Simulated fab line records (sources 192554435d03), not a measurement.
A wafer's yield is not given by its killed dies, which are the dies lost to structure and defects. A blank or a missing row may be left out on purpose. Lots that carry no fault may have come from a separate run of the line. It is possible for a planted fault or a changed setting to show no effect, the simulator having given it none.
Matching of chambers + flow n5 finfet + N5_BEOL_M1_PRE_CLEAN_60 on cvd co-01: 3 sister chambers
The step time 15 s. 16 wafers are shown with their chamber, then 8 later ones without.

## WAFERS PAIRED WITH THEIR CHAMBERS
| wafer  | chamber | heater power w (W) |
|--------|---------|--------------------|
| L347.3 | 2       | 76                 |
| L347.5 | 1       | 63                 |
| L347.6 | 0       | 82                 |
| L355.1 | 2       | 76                 |
| L355.4 | 0       | 84                 |
| L355.6 | 2       | 75                 |
| L360.3 | 1       | 63                 |
| L360.4 | 1       | 62                 |
| L360.6 | 2       | 76                 |
| L361.2 | 2       | 76                 |
| L361.4 | 1       | 64                 |
| L361.6 | 2       | 77                 |
| L364.2 | 0       | 84                 |
| L364.4 | 0       | 83                 |
| L364.5 | 1       | 64                 |
| L362.2 | 1       | 62                 |

SIGNATURES (averages over the wafers above)
| reading        | chamber 0 | chamber 1 | chamber 2 | scatter within a chamber |
|----------------|-----------|-----------|-----------|--------------------------|
| heater power w | 83.25     | 63.00     | 76.00     | 0.82                     |
Rule: a wafer lies at a distance from a chamber equal to the root of the sum of squares, over the readings, of (its reading less the chamber's mean, divided by the reading's scatter). The wafer belongs to the nearest chamber; if the next one is less than 2 further off, it can't be placed. The scatter: take each reading less its chamber's mean, square it, sum over the shown wafers, divide by the number of wafers less the number of chambers, and take the root.

## WAFERS WHOSE CHAMBER IS MISSING
| wafer  | heater power w (W) |
|--------|--------------------|
| L362.4 | 62                 |
| L362.5 | 76                 |
| L365.3 | 76                 |
| L365.4 | 82                 |
| L365.5 | 63                 |
| L366.2 | 83                 |
| L366.3 | 76                 |
| L366.5 | 63                 |

## WHICH CHAMBER EACH ONE RAN IN
| wafer  | from the rows above | in truth |
|--------|---------------------|----------|
| L362.4 | 1                   | 1        |
| L362.5 | 2                   | 2        |
| L365.3 | 2                   | 2        |
| L365.4 | 0                   | 0        |
| L365.5 | 1                   | 1        |
| L366.2 | 0                   | 0        |
| L366.3 | 2                   | 2        |
| L366.5 | 1                   | 1        |
8 of 8 placed correctly. Not placeable from these rows: 0. Wrongly placed: 0.
